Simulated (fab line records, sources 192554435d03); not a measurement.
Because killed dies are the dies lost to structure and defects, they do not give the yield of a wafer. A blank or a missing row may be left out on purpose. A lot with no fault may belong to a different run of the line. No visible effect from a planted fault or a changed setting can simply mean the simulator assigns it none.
Split-lot study ; flow n5 finfet ; 39 wafers read from 7 lots, route of 1938 steps

== THE SPLIT ITSELF ==
At N5_BEOL_M3_DEP_57 (deposits SiCN from 3MS/NH3, target thk 8 nm, time 14 s), the setting time s was moved away from the recipe's 14 s on 9 of the 39 wafers read, by +28.9% to +49.9%. This setting was run at the recipe's value on the other wafers.

The split's own step is where the reading is taken.

== THE READING ==
SiCN_of_BEOL_M3_DEP_57.thk nm (the simulator's own value, which no gauge read), in nm, at N5_BEOL_M3_DEP_57 (deposits SiCN from 3MS/NH3, target thk 8 nm, time 14 s). No usual value for it is given in the file. Average 8.0 nm, standard deviation 0.14 nm, over the 30 wafers here run with the recipe.

wafer;tool, chamber at the split;time s as run, s;against the recipe;SiCN_of_BEOL_M3_DEP_57.thk nm, nm;against lot-mates on the recipe
L075.1;pecvd-03, 1,0,2,1,0;14;recipe;8;-
L075.2;pecvd-03, 1,0,2,1,0;14;recipe;8;-
L075.3;pecvd-03, 1,0,2,1,0;14;recipe;8;-
L075.4;pecvd-03, 1,0,2,1,0;14;recipe;8;-
L075.5;pecvd-03, 1,0,2,1,0;14;recipe;8;-
L075.6;pecvd-03, 2;14;recipe;8.2;-
L077.1;pecvd-02, 2,1,0;14;recipe;7.8;-
L077.2;pecvd-02, 2,1,0;14;recipe;7.8;-
L077.4;pecvd-02, 2,1,0;14;recipe;7.8;-
L077.3;pecvd-02, 0,2,1;14;recipe;8;-
L077.5;pecvd-02, 0,2,1;14;recipe;8;-
L077.6;pecvd-02, 0,2,1;14;recipe;8;-
L076.1;pecvd-02, 2,0;14;recipe;7.8;-
L076.3;pecvd-02, 2,0;14;recipe;7.8;-
L076.2;pecvd-02, 1;20.98;+49.9%;11.6;+3.7
L076.4;pecvd-02, 0;14;recipe;8;-
L076.5;pecvd-02, 2,1;20.98;+49.9%;11.8;+3.9
L076.6;pecvd-02, 2,1;20.98;+49.9%;11.8;+3.9
L078.1;pecvd-02, 1,0;14;recipe;7.8;-
L078.2;pecvd-02, 1,0;14;recipe;7.8;-
L078.3;pecvd-02, 2;19.59;+39.9%;11;+3.1
L078.6;pecvd-02, 2;19.59;+39.9%;11;+3.1
L078.4;pecvd-02, 1;14;recipe;8;-
L078.5;pecvd-02, 0;19.59;+39.9%;11.2;+3.3
L081.1;pecvd-04, 1;14;recipe;7.8;-
L081.4;pecvd-04, 0,1;14;recipe;8;-
L081.6;pecvd-04, 0,1;14;recipe;8;-
L084.1;pecvd-03, 0,1,0;14;recipe;8.2;-
L084.4;pecvd-03, 0,1,0;14;recipe;8.2;-
L084.5;pecvd-03, 0,1,0;14;recipe;8.2;-
L084.2;pecvd-03, 1;18.05;+28.9%;10;+1.8
L084.3;pecvd-03, 0,1;18.05;+28.9%;10.4;+2.2
L084.6;pecvd-03, 0,1;18.05;+28.9%;10.4;+2.2
L090.1;pecvd-04, 0;14;recipe;7.8;-
L090.5;pecvd-04, 0;14;recipe;7.8;-
L090.2;pecvd-04, 1,2,1;14;recipe;8;-
L090.3;pecvd-04, 1,2,1;14;recipe;8;-
L090.6;pecvd-04, 1,2,1;14;recipe;8;-
L090.4;pecvd-04, 2;14;recipe;8.2;-
When a row names more than one chamber, that row covers several wafers, and the file does not tell which wafer ran in which chamber.

FIT RESULTS
A straight line over all 39 wafers: SiCN_of_BEOL_M3_DEP_57.thk nm changes by +0.0768 nm for each +1% of time s; r = +0.99; the points scatter about the line by 0.14 nm.
The same after taking each lot's own level away (the mean of its wafers on the recipe; 39 wafers): +0.0775 nm for each +1%; r = +1.00; scatter 0.12 nm.
According to that fit, moving time s by its largest amount changes the reading by 3.9 nm.
Measured against the standard deviation above, the lots' own levels, which go from 7.87 to 8.20 nm, span 2.4 times it.
The two slopes are in agreement: the lot-to-lot level therefore moves the slope only a little.
Check: with one of the wafers moved furthest among these (+49.9%) left out of the fit, the line predicts +3.88 nm for it against its lot-mates. Against them it came out at +3.73 nm.

== THESE WAFERS: OTHER SPLITS ==
These wafers also went through other splits before the reading. Each is held against what the fit with the lots' levels taken away leaves over:
other split on the same wafers;wafers away from the commonest value;r with SiCN_of_BEOL_M3_DEP_57.thk nm (lot level and that fit taken away)
N5_SD_EPI_N_EPI_21 time s;12;-0.21
N5_MOL_CONTACT_COAG_ETCHBACK_135 time s;9;+0.06
N5_BEOL_M0_SAQP_SPACER1_ALD_98 ald cycles;15;-0.23

== THE FILE'S OWN FIT ==
SiCN_of_BEOL_M3_DEP_57.thk nm changes by +0.0774 nm for each +1% of time s, r = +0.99.
